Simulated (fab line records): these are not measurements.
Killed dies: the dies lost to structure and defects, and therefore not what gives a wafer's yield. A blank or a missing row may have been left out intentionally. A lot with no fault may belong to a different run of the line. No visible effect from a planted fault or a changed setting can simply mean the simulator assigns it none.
The tool behind it: which one?	flow nand-harc	11 lots with 33 wafers sampled at 5 steps, on a route of 1159 steps

WHAT THE GAUGES READ, wafer by wafer
NHARC_END_SORT_01. Usual: defect-limited-yield 95.1 %, standard deviation 1.8; killed-at-array 29, standard deviation 11; killed-at-other 0.5, standard deviation 0.8; killed-at-periphery 3.5, standard deviation 2.8; killed-dies 33, standard deviation 12; killed-open 3.1, standard deviation 1.8; killed-short 1.8, standard deviation 1.4; sort_bin_2_pct 1.5 %, standard deviation 0.65; sort_bin_3_pct 0.24 %, standard deviation 0.21; sort_bin_4_pct 3.1 %, standard deviation 1.2; sort-n-pass 644, standard deviation 12; sort-rim-yield-pct 97.5 %, standard deviation 1.9; sort-yield-pct 95.1 %, standard deviation 1.8.
lot	measured	on	defect-limited-yield (%)	killed-at-array	killed-at-other	killed-at-periphery	killed-dies	killed-open	killed-short	sort_bin_2_pct (%)	sort_bin_3_pct (%)	sort_bin_4_pct (%)	sort-n-pass	sort-rim-yield-pct (%)	sort-yield-pct (%)	flag
L626	day 21 14:41	prober-02	96.5 96.8 95.3	22 16 23	2 3 2	0 3 7	24 22 32	5 5 5	2 2 2	0.7 0.7 1.6	0 0 0.44	2.8 2.5 2.7	653 655 645	98.1 99.1 95.3	96.5 96.8 95.3	
L638	day 23 15:29	prober-01	94.8 97.0 96.5	31 16 21	1 2 0	3 2 3	35 20 24	7 3 3	4 1 4	1.3 1.2 1.0	0.15 0.15 0.30	3.7 1.6 2.2	642 657 653	96.2 99.1 100.0	94.8 97.0 96.5	

WHAT TOOL EACH LOT RAN ON (gives the tool, then ch and the chambers of the sampled wafers, and finally the start)
lot	NHARC_A_CONTACT_ETCH_92	NHARC_A_BLC_DESCUM_15	NHARC_A_BLC_ETCH_18	NHARC_A_M0_DEP_00
L623	rie-diel-06 ch 0,1,2, day 17 13:31	rie-diel-12 ch 0,2,3, day 17 20:57	rie-diel-12 ch 0,2,3, day 18 00:02 or earlier	pecvd-04 ch 0,1, day 18 00:02
L624	rie-diel-10 ch 0,3, day 18 00:10	rie-diel-12 ch 0,1,2, day 18 04:05	rie-diel-12 ch 0,2, day 18 07:34 or earlier	pecvd-02 ch 0,2, day 18 07:34
L627	rie-diel-03 ch 0,1,2, day 18 12:49	rie-diel-02 ch 1,2,3, day 18 18:51	rie-diel-02 ch 1,2,3, day 18 21:52 or earlier	pecvd-02 ch 0,1,2, day 18 21:52
L626	rie-diel-03 ch 0,1, day 18 13:55	rie-diel-12 ch 1,2, day 18 19:37	rie-diel-12 ch 0,3, day 18 22:46 or earlier	pecvd-02 ch 0,1,2, day 18 22:46
L631	rie-diel-06 ch 0,1,2, day 19 22:10	rie-diel-05 ch 0,1,3, day 20 01:47	rie-diel-05 ch 0,2,3, day 20 09:35 or earlier	pecvd-04 ch 0,2, day 20 09:35
L632	rie-diel-10 ch 0,2,3, day 20 06:26	rie-diel-12 ch 0,1,2, day 20 10:59	rie-diel-12 ch 0,1,2, day 20 15:47 or earlier	pecvd-01 ch 0,1, day 20 15:47
L634	rie-diel-10 ch 0,1, day 20 16:05	rie-diel-12 ch 0,1,2, day 20 19:50	rie-diel-12 ch 0,1, day 20 23:20 or earlier	pecvd-02 ch 0,1, day 20 23:20
L636	rie-diel-03 ch 0,1,3, day 21 07:17	rie-diel-02 ch 2,3, day 21 16:01	rie-diel-02 ch 0,1, day 21 19:03 or earlier	pecvd-01 ch 0,1, day 21 19:03
L638	rie-diel-06 ch 2,3, day 21 13:16	rie-diel-12 ch 2,3, day 21 17:48	rie-diel-12 ch 2,3, day 21 20:52 or earlier	pecvd-04 ch 0,2, day 21 20:52
L641	rie-diel-03 ch 1,2, day 22 13:04	rie-diel-12 ch 1,2,3, day 22 16:28	rie-diel-12 ch 0,1,3, day 22 19:31 or earlier	pecvd-04 ch 0,1,2, day 22 19:31
L642	rie-diel-10 ch 2,3, day 22 13:40	rie-diel-02 ch 0,1,2, day 22 17:15	rie-diel-02 ch 1,2,3, day 22 23:23 or earlier	pecvd-04 ch 0,1,2, day 22 23:23
- NHARC_A_CONTACT_ETCH_92: etches the open film in CH3F/O2, target depth 40 nm, time 85.7 s.
- NHARC_A_BLC_DESCUM_15: chemistry O2, time 3 s.
- NHARC_A_BLC_ETCH_18: etches the open film in C4F8/O2/Ar, target depth 910 nm.
- NHARC_A_M0_DEP_00: deposits SiOC, target thk 150 nm.

WHAT THE TOOLS THEMSELVES READ (means of the sampled wafers that have a number; where no wafer has one, the mark that the record gives instead)
NHARC_A_CONTACT_ETCH_92. Usual: drypump-motor-current-A 5.9 A, standard deviation 0.44; oes-product-au 0.941 a.u., standard deviation 0.03; rf-vpp-V 244.0 V, standard deviation 1.4; showerhead-plenum-p-Torr 2.44 Torr, standard deviation 0.079; throttle-valve-pct 20.663 %, standard deviation 0.0095.
lot	tool	drypump-motor-current-A (A)	oes-product-au (a.u.)	rf-vpp-V (V)	showerhead-plenum-p-Torr (Torr)	throttle-valve-pct (%)	flag
L623	rie-diel-06	5.8	0.924	243.7	2.43	20.671	
L624	rie-diel-10	5.4	0.940	244.2	2.46	20.673	
L627	rie-diel-03	5.9	0.927	244.2	2.45	20.670	
L626	rie-diel-03	6.2	0.923	243.0	2.38	20.672	
L631	rie-diel-06	5.8	0.934	243.7	2.43	20.668	
L632	rie-diel-10	5.6	0.923	243.1	2.45	20.651	
L634	rie-diel-10	6.3	0.935	244.1	2.42	20.663	
L636	rie-diel-03	6.0	0.924	243.4	2.40	20.664	
L638	rie-diel-06	5.7	0.936	243.6	2.40	20.657	
L641	rie-diel-03	5.6	0.929	243.0	2.42	20.658	
L642	rie-diel-10	5.5	0.924	242.5	2.38	20.667	

NHARC_A_BLC_DESCUM_15. Usual: drypump-motor-current-A 5.9 A, standard deviation 0.45; oes-product-au 1.004 a.u., standard deviation 0.0089; rf-vpp-V 57.8 V, standard deviation 0.96; showerhead-plenum-p-Torr 1.89 Torr, standard deviation 0.07; throttle-valve-pct 11.311 %, standard deviation 0.0091.
lot	tool	drypump-motor-current-A (A)	oes-product-au (a.u.)	rf-vpp-V (V)	showerhead-plenum-p-Torr (Torr)	throttle-valve-pct (%)	flag
L623	rie-diel-12	6.2	1.009	58.6	1.93	11.317	
L624	rie-diel-12	5.9	1.013	56.8	1.91	11.309	
L627	rie-diel-02	6.0	1.004	57.9	1.89	11.310	
L626	rie-diel-12	5.5	1.014	57.4	1.92	11.307	
L631	rie-diel-05	5.6	0.991	57.1	1.82	11.312	
L632	rie-diel-12	5.9	1.005	57.6	1.90	11.318	
L634	rie-diel-12	5.9	1.021	57.7	1.90	11.314	
L636	rie-diel-02	6.3	1.010	57.7	1.89	11.306	
L638	rie-diel-12	6.0	1.003	57.9	1.95	11.306	
L641	rie-diel-12	5.7	1.004	58.2	1.93	11.310	
L642	rie-diel-02	5.7	1.004	58.2	1.88	11.298	

NHARC_A_BLC_ETCH_18. Usual: oes-product-au 0.956 a.u., standard deviation 0.022; rf-vpp-V 977 V, standard deviation 4.7.
lot	tool	oes-product-au (a.u.)	rf-vpp-V (V)	flag
L623	rie-diel-12	0.971	979	
L624	rie-diel-12	0.935	977	
L627	rie-diel-02	0.932	977	
L626	rie-diel-12	0.991	978	
L631	rie-diel-05	0.925	977	
L632	rie-diel-12	0.964	977	
L634	rie-diel-12	0.980	974	
L636	rie-diel-02	0.961	972	
L638	rie-diel-12	0.961	982	
L641	rie-diel-12	0.976	976	
L642	rie-diel-02	0.972	976	

NHARC_A_M0_DEP_00. Usual: rf-fwd-power-W 599.0 W, standard deviation 2; showerhead-vpp-V 1499 V, standard deviation 60.
lot	tool	rf-fwd-power-W (W)	showerhead-vpp-V (V)	flag
L623	pecvd-04	600.5	1522	
L624	pecvd-02	600.6	1473	
L627	pecvd-02	600.9	1475	
L626	pecvd-02	600.4	1485	
L631	pecvd-04	599.0	1554	
L632	pecvd-01	598.3	1413	
L634	pecvd-02	503.3	1366	OFF
L636	pecvd-01	594.5	1438	
L638	pecvd-04	600.6	1547	
L641	pecvd-04	600.1	1557	
L642	pecvd-04	596.9	1561	

THE ANSWER, worked out from the rows above alone
Rule: take the mean of a lot's wafers that have a number; if it is more than 3 standard deviations from the usual mean, the lot is off. Also off: a lot with no number at a reading for which 4 or more lots have one. All remaining lots with rows at the step are treated as sound. Order of review: gauges by route order, followed by the tools' own readings, for which a lot's mean as printed above is used. At the first step where some lot is off, the reading lying furthest off is the one used; lots without a number count as furthest.
Off at NHARC_A_M0_DEP_00 (rf-fwd-power-W): L634.
A tool fits if, at that step or a process step before it, it ran every lot that is off, and no sound lot after the first of them. With no start given for some of its lots, NHARC_A_BLC_ETCH_18 uses the hours and lot order of NHARC_A_M0_DEP_00. One fits: NHARC_A_M0_DEP_00 on pecvd-02. Its last sound lot is L626 (day 18 22:46), its first lot that is off L634 (day 20 23:20): a fault that began between those two fits.
On the lots that are off, the tool's own readings at NHARC_A_M0_DEP_00 differ by more than 5 times the standard deviation of the sound lots' means, which bears it out; rf-fwd-power-W reads 503.3 W there versus 599.2 W on the sound lots.

WHAT THE SIMULATOR PUT IN
Process parameters drifting: pecvd-02 at NHARC_A_M0_DEP_00, beginning at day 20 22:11. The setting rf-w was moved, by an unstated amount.
Shown lots that were struck: L634. The rule above found the same.
